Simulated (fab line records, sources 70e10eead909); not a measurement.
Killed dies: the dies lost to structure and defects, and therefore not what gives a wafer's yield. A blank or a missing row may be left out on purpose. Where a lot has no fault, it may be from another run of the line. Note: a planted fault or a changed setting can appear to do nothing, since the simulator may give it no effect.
A struck lot beside a sound one :: flow nand-harc :: 13 out of 1302 route steps
Sound: these wafers, L662.2, L662.5, L662.6. Struck: wafer L672.1 (L672.4, L672.5, from the same lot, were not struck and are left out); the cause is given at the end.
For every step that has rows: the tool of each side, followed by ch and its chambers, followed by its first start. Under that, the readings that differ: sound wafers :: struck wafers :: difference of the means :: sigmas: that difference in standard deviations of wafers without a fault.
alike: words and numbers the same on both sides, and readings whose means are apart by under 2 such deviations; not compared: readings that were withheld, readings missing a value for some wafer, numbers with overlapping values and no deviation given by the record, and bounds like >300 which may hide the same value.
Wherever a step has rows on one side only, a row that says differs or no value, or a row with sigmas, the two part there. Numbers that have no deviation but don't overlap get no sigmas and don't part them. Lack of a reading on every wafer of one side parts them only where that side has two or more wafers.

first, 9 steps without rows for these wafers: NHARC_A_STAIRCASE_DEHYDRATE_302 (time 120 s); NHARC_A_STAIRCASE_HMDS_303 (time 30 s); NHARC_A_STAIRCASE_COAT_304; NHARC_A_STAIRCASE_SOFTBAKE_305 (time 170 s); NHARC_A_STAIRCASE_EBR_306; NHARC_A_STAIRCASE_EXPOSE_307 (exposes mask CHOP 50); NHARC_A_STAIRCASE_PEB_308 (peb time 130 s); NHARC_A_STAIRCASE_DEVELOP_309 (time 140 s); NHARC_A_STAIRCASE_HARDBAKE_311 (time 140 s).
NHARC_A_STAIRCASE_DESCUM_312: chemistry O2, time 3 s.
  sound on rie-diel-05 ch 0,3, day 18 08:19; struck on rie-diel-03 ch 2, day 21 12:08
reading: oes-product-au (a.u.)
sound: 1.018 1.004 1.019
struck: 0.995
difference: -0.019
sigmas: -2
  alike: drypump-motor-current-A, o2-flow-sccm, rf-vpp-V, showerhead-plenum-p-Torr, throttle-valve-pct
  not compared: rf-hours-counter-h
NHARC_A_STAIRCASE_ETCH_313: etches the open film in CF4/CHF3.
  sound on rie-diel-05 ch 2,3, day 18 08:40; struck on rie-diel-03 ch 3, day 21 15:00
  alike: drypump-motor-current-A, oes-product-au, rf-vpp-V, showerhead-plenum-p-Torr, throttle-valve-pct
  not compared: rf-hours-counter-h
NHARC_A_STAIRCASE_HM_OPEN_463: chemistry O2/COS.
  sound on rie-diel-05 ch 0,2,3, day 18 08:52; struck on rie-diel-03 ch 2, day 21 15:07
reading: oes-product-au (a.u.)
sound: 1.007 1.007 1.008
struck: 0.908
difference: -0.099
sigmas: -13
  alike: drypump-motor-current-A, o2-flow-sccm, rf-vpp-V, showerhead-plenum-p-Torr, throttle-valve-pct
  not compared: rf-hours-counter-h
then, 1 step without rows for these wafers: NHARC_A_STAIRCASE_STRIP_464 (strips in O2/COS).

== WHERE THEY PART ==
Last at NHARC_A_STAIRCASE_HM_OPEN_463 as far as this record goes, first at NHARC_A_STAIRCASE_DESCUM_312.

WHY: the cause the simulator had injected
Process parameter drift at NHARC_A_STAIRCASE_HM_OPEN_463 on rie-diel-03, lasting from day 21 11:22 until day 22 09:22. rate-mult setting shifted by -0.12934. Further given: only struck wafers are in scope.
